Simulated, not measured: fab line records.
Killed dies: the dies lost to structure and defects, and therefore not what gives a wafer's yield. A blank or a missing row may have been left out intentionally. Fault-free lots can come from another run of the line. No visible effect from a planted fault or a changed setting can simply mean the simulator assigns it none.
fab line records + flow n5Finfet + part 2 of 2: steps 5 to 6 of 6
record:
- lots: 19
- wafers: 57
- lastDay: 18
route steps=1938 shown BEOL_M7@1307 BEOL_M8@1335
lots with no fault: from the same line, run without faults
startH: the number of hours between the record's first day and the start of the first shown wafer of the lot + waitH: time in hours since the lot's previous step + " repeats the value in the row above + L1.1+2: one row covering several wafers at once + - no value present, or no start provided + * or withheld: withheld + < > ~ a bound
route shown NAME@n: names a module that has steps shown in the file, with the first one's number in the route + usual: the fault-free wafers' mean and standard deviation + same: alike in all rows + chamber/n: place in a boat + sites: the reading at each site + _std_site: the values' standard deviation + _edge_site: mean of outer sites minus mean of inner sites + radiusMm: for every site, how far away it sits from the centre of the wafer + mask NAME#n: copy n + behind: the tool/chamber that last shaped the wafer + hold: reason for holding the lot/hours on hold/outcome of the hold + device: which transistor (n, p or np) failed to switch + end of line: the route-end tests of the same wafers + step lacking rows: just its recipe + killed: dies lost to structure and defects at the first sort, not the wafer's yield + map: shows each die of a wafer: x if killed, . if not, _ if none is there
set.NAME: setting as actually run; set.NAME@STEP: the setting as run at that earlier step + model.NAME: the simulator's own value behind a step, which no gauge read
steps of the route over a sample of lots; a table a step, a row a wafer
services: a tool's chamber out of use, with start hour (startH, from the record's first day; less than 0 if before it), hours out, and reason
== steps ==
step: N5_BEOL_M8_STRIP_67
recipe:
- chemistry: CF4
- resist: SiARC
- powerW: 300
- biasPowerW: 75
- pressureMtorr: 50
- cf4FlowSccm: 150
- rfFrequencyHz: 6e+07
usual:
- drypumpMotorCurrentA: 5.8/0.45
- oesProductAu: 0.76/0.078
- rfVppV: 270.5/1.2
- showerheadPlenumPTorr: 1.763/0.027
- throttleValvePct: 13.66/0.29
| lot.wafer | tool       | chamber | startH | waitH | drypumpMotorCurrentA | oesProductAu | rfHoursCounterH | rfVppV | showerheadPlenumPTorr | throttleValvePct |
|-----------|------------|---------|--------|-------|----------------------|--------------|-----------------|--------|-----------------------|------------------|
| L074.1    | rieDiel-02 | 3       | 196.14 | 0.0   | 6.1                  | 0.77         | 123             | 271.2  | 1.802                 | 13.52            |
| L074.2    | "          | 0       | "      | "     | 5.6                  | 0.78         | 117             | 270.8  | 1.727                 | 13.57            |
| L074.5    | "          | 1       | "      | "     | 6.1                  | 0.71         | -               | 271.5  | 1.794                 | 13.47            |
| L075.1    | rieDiel-05 | 0       | 204.94 | 0.0   | 5.1                  | 0.68         | 244             | 270.0  | 1.766                 | 13.65            |
| L075.2    | "          | 2       | "      | "     | 5.1                  | 0.71         | 186             | 267.9  | 1.717                 | 13.74            |
| L075.3    | "          | 3       | "      | "     | 5.7                  | 0.70         | 226             | 269.5  | 1.779                 | 14.10            |
| L076.3    | rieDiel-02 | 0       | 216.35 | 0.0   | 5.6                  | 0.76         | 126             | 270.1  | 1.725                 | 13.57            |
| L076.4    | "          | 2       | "      | "     | 6.0                  | 0.74         | 185             | 271.1  | 1.789                 | 14.04            |
| L076.6    | "          | 2       | "      | "     | 5.9                  | 0.73         | -               | 270.6  | 1.789                 | 14.05            |
| L077.4    | rieDiel-05 | 3       | 227.71 | 0.0   | 5.7                  | 0.69         | -               | 271.2  | 1.777                 | 14.12            |
| L077.5    | "          | 1       | "      | "     | 6.0                  | 0.92         | -               | 268.4  | 1.763                 | 13.20            |
| L077.6    | "          | 2       | "      | "     | 5.2                  | 0.71         | -               | 270.4  | 1.713                 | 13.76            |
| L079.2    | rieDiel-05 | 3       | 238.62 | 0.0   | 5.7                  | 0.68         | 240             | 269.0  | 1.776                 | 14.12            |
| L079.4    | "          | 2       | "      | "     | 5.2                  | 0.70         | -               | 268.3  | 1.712                 | 13.78            |
| L079.6    | "          | 1       | "      | "     | 6.0                  | 0.90         | -               | 269.3  | 1.761                 | 13.20            |
| L078.4    | rieDiel-05 | 2       | 241.76 | 0.0   | 5.2                  | 0.70         | -               | 270.5  | 1.712                 | 13.78            |
| L078.5    | "          | 1       | "      | "     | 6.0                  | 0.90         | -               | 270.2  | 1.761                 | 13.21            |
| L078.6    | "          | 3       | "      | "     | 5.7                  | 0.68         | -               | 269.6  | 1.774                 | 14.12            |
| L081.3    | rieDiel-01 | 2       | 245.10 | 0.0   | 5.7                  | 0.89         | 35              | 270.3  | 1.763                 | 13.59            |
| L081.5    | "          | 0       | "      | "     | 6.6                  | 0.84         | -               | 269.2  | 1.751                 | 13.24            |
| L081.6    | "          | 3       | "      | "     | 4.8                  | 0.71         | -               | 270.7  | 1.778                 | 13.88            |
| L082.1    | rieDiel-01 | 2       | 253.12 | 0.0   | 5.7                  | 0.87         | 38              | 271.6  | 1.762                 | 13.60            |
| L082.3    | "          | 0       | "      | "     | 6.5                  | 0.83         | 73              | 270.4  | 1.750                 | 13.23            |
| L082.5    | "          | 0       | "      | "     | 6.6                  | 0.82         | -               | 272.1  | 1.749                 | 13.24            |
| L087.2    | rieDiel-02 | 1       | 277.62 | 0.0   | 6.1                  | 0.70         | 196             | 271.9  | 1.786                 | 13.54            |
| L087.3    | "          | 0       | "      | "     | 5.6                  | 0.75         | 146             | 269.9  | 1.719                 | 13.61            |
| L087.6    | "          | 1       | "      | "     | 6.1                  | 0.70         | -               | 270.4  | 1.786                 | 13.54            |
| L086.3    | rieDiel-01 | 1       | 280.33 | 0.0   | 5.7                  | 0.95         | 9               | 270.3  | 1.771                 | 13.30            |
| L086.4    | "          | 0       | "      | "     | 6.5                  | 0.81         | 84              | 270.0  | 1.747                 | 13.25            |
| L086.5    | "          | 0       | "      | "     | 6.5                  | 0.82         | -               | 269.6  | 1.746                 | 13.24            |
| L090.1    | rieDiel-05 | 2       | 294.71 | 0.0   | 5.2                  | 0.69         | 218             | 267.8  | 1.708                 | 13.81            |
| L090.2    | "          | 0       | "      | "     | 5.1                  | 0.91         | 14              | 270.1  | 1.760                 | 13.13            |
| L090.6    | "          | 2       | "      | "     | 5.2                  | 0.69         | -               | 268.1  | 1.708                 | 13.82            |
| L088.2    | rieDiel-02 | 3       | 298.08 | 0.0   | 6.1                  | 0.73         | 158             | 270.5  | 1.792                 | 13.61            |
| L088.4    | "          | 2       | "      | "     | 5.9                  | 0.71         | 213             | 269.7  | 1.780                 | 14.12            |
| L088.6    | "          | 1       | "      | "     | 6.1                  | 0.70         | -               | 270.9  | 1.784                 | 13.56            |
| L091.1    | rieDiel-05 | 1       | 303.72 | 0.0   | 6.0                  | 0.88         | 35              | 270.8  | 1.756                 | 13.25            |
| L091.4    | "          | 2       | "      | "     | 5.1                  | 0.69         | -               | 269.0  | 1.707                 | 13.82            |
| L091.6    | "          | 1       | "      | "     | 6.0                  | 0.87         | -               | 270.2  | 1.755                 | 13.25            |
| L092.3    | rieDiel-02 | 0       | 315.70 | 0.0   | 5.6                  | 0.74         | 159             | 270.0  | 1.715                 | 13.64            |
| L092.4    | "          | 1       | "      | "     | 6.1                  | 0.69         | 211             | 270.9  | 1.782                 | 13.57            |
| L092.6    | "          | 0       | "      | "     | 5.6                  | 0.74         | -               | 270.3  | 1.715                 | 13.66            |
| L093.1    | rieDiel-02 | 1       | 320.62 | 0.0   | 6.1                  | 0.68         | 213             | 271.3  | 1.782                 | 13.58            |
| L093.3    | "          | 3       | "      | "     | 6.0                  | 0.73         | 166             | 269.3  | 1.790                 | 13.63            |
| L093.4    | "          | 0       | "      | "     | 5.6                  | 0.73         | 161             | 269.3  | 1.715                 | 13.66            |
| L094.1    | rieDiel-02 | 3       | 327.51 | 0.0   | 6.0                  | 0.72         | 168             | 272.5  | 1.790                 | 13.63            |
| L094.5    | "          | 3       | "      | "     | 6.0                  | 0.73         | -               | 271.9  | 1.789                 | 13.63            |
| L094.6    | "          | 2       | "      | "     | 5.9                  | 0.70         | -               | 270.3  | 1.778                 | 14.12            |
| L095.2    | rieDiel-02 | 1       | 337.04 | 0.0   | 6.1                  | 0.68         | 217             | 269.4  | 1.781                 | 13.58            |
| L095.5    | "          | 2       | "      | "     | 5.9                  | 0.70         | -               | 270.8  | 1.777                 | 14.14            |
| L095.6    | "          | 3       | "      | "     | 6.0                  | 0.73         | -               | 270.8  | 1.789                 | 13.62            |
| L096.1    | rieDiel-02 | 1       | 341.68 | 0.0   | 6.1                  | 0.68         | 219             | 270.5  | 1.780                 | 13.60            |
| L096.2    | "          | 0       | "      | "     | 5.6                  | 0.74         | 168             | 268.5  | 1.713                 | 13.68            |
| L096.3    | "          | 3       | "      | "     | 6.1                  | 0.73         | 173             | 269.3  | 1.788                 | 13.63            |
| L097.1    | rieDiel-02 | 1       | 349.01 | 0.0   | 6.1                  | 0.69         | 221             | 270.4  | 1.780                 | 13.58            |
| L097.2    | "          | 0       | "      | "     | 5.6                  | 0.73         | 170             | 270.7  | 1.713                 | 13.66            |
| L097.4    | "          | 3       | "      | "     | 6.0                  | 0.72         | 175             | 271.6  | 1.787                 | 13.66            |
step: N5_BEOL_M8_HM_OPEN_17
recipe:
- chemistry: Cl2/BCl3
- targetDepthA: 200
- overetchA: 60
- target: TiN
- maskMaterial: SOC
- ionEnergyEv: 150
- pressureMtorr: 10
- icpW: 1000
- biasW: 126
- Cl2_flow_sccm: 53.25
- bcl3FlowSccm: 21.75
- Ar_flow_sccm: 25
usual:
- drypumpMotorCurrentA: 5.3/0.39
- heBacksideLeakSccm: 3.3/0.33
- oesProductAu: 0.68/0.07
- rfFwdPowerW: 991/3.1
- throttleValvePct: 22.08/0.16
| lot.wafer | tool        | chamber | startH | waitH | drypumpMotorCurrentA | heBacksideLeakSccm | oesProductAu | rfFwdPowerW | rfHoursCounterH | throttleValvePct |
|-----------|-------------|---------|--------|-------|----------------------|--------------------|--------------|-------------|-----------------|------------------|
| L074.1    | rieMetal-02 | 1       | 196.18 | 0.0   | 5.3                  | 3.6                | 0.59         | 993         | 74              | 22.31            |
| L074.2    | "           | 0       | "      | "     | 5.9                  | 3.3                | 0.68         | 989         | 44              | 21.95            |
| L074.5    | "           | 1       | "      | "     | 5.3                  | 3.6                | 0.59         | 997         | -               | 22.29            |
| L075.1    | rieMetal-01 | 0       | 204.98 | 0.0   | 5.4                  | 3.2                | 0.77         | 985         | 8               | 21.84            |
| L075.2    | "           | 1       | "      | "     | 4.8                  | 3.1                | 0.72         | 988         | 19              | 22.09            |
| L075.3    | "           | 1       | "      | "     | 4.8                  | 3.2                | 0.73         | 992         | -               | 22.08            |
| L076.3    | rieMetal-03 | 1       | 216.42 | 0.1   | 5.6                  | 3.2                | 0.82         | 995         | -               | 22.00            |
| L076.4    | "           | 0       | "      | "     | 4.9                  | 3.9                | 0.64         | 997         | -               | 22.21            |
| L076.6    | "           | 1       | "      | "     | 5.6                  | 3.1                | 0.82         | 997         | -               | 22.02            |
| L077.4    | rieMetal-03 | 0       | 227.78 | 0.1   | 4.8                  | 3.4                | 0.65         | 996         | -               | 22.20            |
| L077.5    | "           | 1       | "      | "     | 5.6                  | 3.0                | 0.80         | 996         | -               | 22.03            |
| L077.6    | "           | 0       | "      | "     | 4.9                  | 3.6                | 0.64         | 992         | -               | 22.21            |
| L079.2    | rieMetal-01 | 0       | 238.66 | 0.0   | 5.4                  | 3.1                | 0.76         | 991         | 12              | 21.85            |
| L079.4    | "           | 1       | "      | "     | 4.8                  | 3.3                | 0.71         | 984         | -               | 22.08            |
| L079.6    | "           | 0       | "      | "     | 5.4                  | 3.4                | 0.75         | 989         | -               | 21.84            |
| L078.4    | rieMetal-01 | 0       | 241.83 | 0.1   | 5.4                  | 3.3                | 0.75         | 990         | -               | 21.86            |
| L078.5    | "           | 0       | "      | "     | 5.4                  | 3.3                | 0.75         | 989         | -               | 21.85            |
| L078.6    | "           | 1       | "      | "     | 4.9                  | 3.1                | 0.71         | 986         | -               | 22.09            |
| L081.3    | rieMetal-03 | 0       | 245.17 | 0.1   | 4.9                  | 3.4                | 0.65         | 991         | -               | 22.20            |
| L081.5    | "           | 0       | "      | "     | 4.9                  | 3.8                | 0.65         | 994         | -               | 22.19            |
| L081.6    | "           | 1       | "      | "     | 5.6                  | 2.9                | 0.81         | 994         | -               | 22.02            |
| L082.1    | rieMetal-02 | 1       | 253.16 | 0.0   | 5.4                  | 3.7                | 0.58         | 992         | 79              | 22.33            |
| L082.3    | "           | 0       | "      | "     | 5.9                  | 3.1                | 0.66         | 990         | -               | 21.96            |
| L082.5    | "           | 0       | "      | "     | 5.9                  | 3.1                | 0.67         | 989         | -               | 21.96            |
| L087.2    | rieMetal-01 | 1       | 277.66 | 0.0   | 4.8                  | 3.1                | 0.70         | 989         | 27              | 22.11            |
| L087.3    | "           | 0       | "      | "     | 5.3                  | 3.2                | 0.73         | 991         | -               | 21.87            |
| L087.6    | "           | 0       | "      | "     | 5.4                  | 3.2                | 0.73         | 990         | -               | 21.86            |
| L086.3    | rieMetal-02 | 0       | 280.41 | 0.1   | 5.9                  | 3.0                | 0.66         | 993         | -               | 21.96            |
| L086.4    | "           | 1       | "      | "     | 5.3                  | 3.7                | 0.58         | 993         | -               | 22.33            |
| L086.5    | "           | 1       | "      | "     | 5.4                  | 3.6                | 0.58         | 996         | -               | 22.32            |
| L090.1    | rieMetal-02 | 1       | 294.76 | 0.0   | 5.4                  | 3.6                | 0.57         | 987         | 83              | 22.34            |
| L090.2    | "           | 0       | "      | "     | 5.9                  | 3.2                | 0.66         | 993         | 52              | 21.96            |
| L090.6    | "           | 0       | "      | "     | 5.9                  | 3.2                | 0.66         | 992         | -               | 22.00            |
| L088.2    | rieMetal-03 | 0       | 298.12 | 0.0   | 4.9                  | 3.8                | 0.63         | 992         | 52              | 22.23            |
| L088.4    | "           | 1       | "      | "     | 5.6                  | 3.0                | 0.77         | 991         | -               | 22.02            |
| L088.6    | "           | 1       | "      | "     | 5.7                  | 3.2                | 0.76         | 994         | -               | 22.03            |
| L091.1    | rieMetal-02 | 1       | 303.76 | 0.0   | 5.3                  | 3.5                | 0.57         | 988         | 84              | 22.34            |
| L091.4    | "           | 0       | "      | "     | 5.9                  | 3.1                | 0.66         | 992         | -               | 21.99            |
| L091.6    | "           | 0       | "      | "     | 5.9                  | 3.1                | 0.65         | 991         | -               | 21.97            |
| L092.3    | rieMetal-01 | 0       | 315.78 | 0.1   | 5.4                  | 3.1                | 0.73         | 989         | -               | 21.85            |
| L092.4    | "           | 1       | "      | "     | 4.8                  | 3.1                | 0.69         | 989         | -               | 22.13            |
| L092.6    | "           | 0       | "      | "     | 5.4                  | 3.3                | 0.72         | 994         | -               | 21.85            |
| L093.1    | rieMetal-01 | 0       | 320.67 | 0.0   | 5.4                  | 3.2                | 0.73         | 990         | 20              | 21.86            |
| L093.3    | "           | 1       | "      | "     | 4.8                  | 3.2                | 0.69         | 995         | -               | 22.12            |
| L093.4    | "           | 0       | "      | "     | 5.4                  | 3.3                | 0.72         | 990         | -               | 21.87            |
| L094.1    | rieMetal-02 | 0       | 327.55 | 0.0   | 5.9                  | 3.1                | 0.65         | 994         | 56              | 21.99            |
| L094.5    | "           | 0       | "      | "     | 5.9                  | 3.0                | 0.64         | 994         | -               | 21.99            |
| L094.6    | "           | 1       | "      | "     | 5.3                  | 3.6                | 0.57         | 991         | -               | 22.36            |
| L095.2    | rieMetal-01 | 0       | 337.08 | 0.0   | 5.4                  | 3.5                | 0.72         | 995         | 21              | 21.86            |
| L095.5    | "           | 0       | "      | "     | 5.4                  | 3.3                | 0.72         | 996         | -               | 21.86            |
| L095.6    | "           | 1       | "      | "     | 4.8                  | 3.0                | 0.69         | 989         | -               | 22.12            |
| L096.1    | rieMetal-02 | 1       | 341.72 | 0.0   | 5.3                  | 3.7                | 0.57         | 989         | 88              | 22.35            |
| L096.2    | "           | 0       | "      | "     | 5.9                  | 3.1                | 0.64         | 995         | 57              | 22.01            |
| L096.3    | "           | 0       | "      | "     | 5.9                  | 3.3                | 0.64         | 993         | -               | 22.00            |
| L097.1    | rieMetal-03 | 1       | 349.05 | 0.0   | 5.7                  | 3.1                | 0.74         | 991         | 14              | 22.05            |
| L097.2    | "           | 0       | "      | "     | 4.9                  | 3.7                | 0.62         | 989         | 57              | 22.24            |
| L097.4    | "           | 0       | "      | "     | 4.9                  | 3.7                | 0.63         | 993         | -               | 22.22            |
== services ==
| tool        | chamber | startH | hours | kind                        |
|-------------|---------|--------|-------|-----------------------------|
| rieMetal-01 | 0       | 169.44 | 23.2  | repair                      |
| rieDiel-01  | 0       | 205.00 | 10.7  | repair                      |
| rieDiel-04  | 3       | 206.29 | 13.1  | repair                      |
| rieDiel-05  | 3       | 217.36 | 2.8   | repair                      |
| rieDiel-01  | 1       | 226.12 | 7.0   | repair                      |
| rieDiel-06  | 0       | 255.87 | -     | clean                       |
| rieDiel-06  | 0       | 255.87 | -     | consumableReplace:focusRing |
| rieDiel-06  | 0       | 255.87 | 11.8  | scheduledDown               |
| rieDiel-06  | 0       | 255.87 | 11.8  | ventCycle                   |
| pecvd-01    | -       | 256.49 | 0.9   | repair                      |
| rieMetal-02 | -       | 264.03 | 0.2   | repair                      |
| rieDiel-03  | 0       | 268.67 | 3.8   | repair                      |
| rieDiel-04  | 0       | 271.49 | 3.0   | repair                      |
| rieDiel-05  | -       | 271.96 | 10.0  | pm                          |
| rieDiel-04  | 0       | 283.51 | 6.1   | repair                      |
| rieDiel-04  | 2       | 291.59 | 9.0   | repair                      |
| rieDiel-05  | 3       | 292.57 | 28.2  | repair                      |
| rieDiel-04  | 1       | 299.71 | 3.5   | repair                      |
| rieDiel-05  | -       | 311.93 | 2.8   | pm                          |
| rieDiel-04  | 3       | 313.50 | 3.9   | repair                      |
| rieDiel-04  | 2       | 319.23 | 6.4   | repair                      |
| rieDiel-05  | 3       | 321.20 | 7.7   | repair                      |
| rieMetal-01 | -       | 337.83 | 0.4   | repair                      |
| rieDiel-01  | 3       | 343.36 | 5.8   | repair                      |
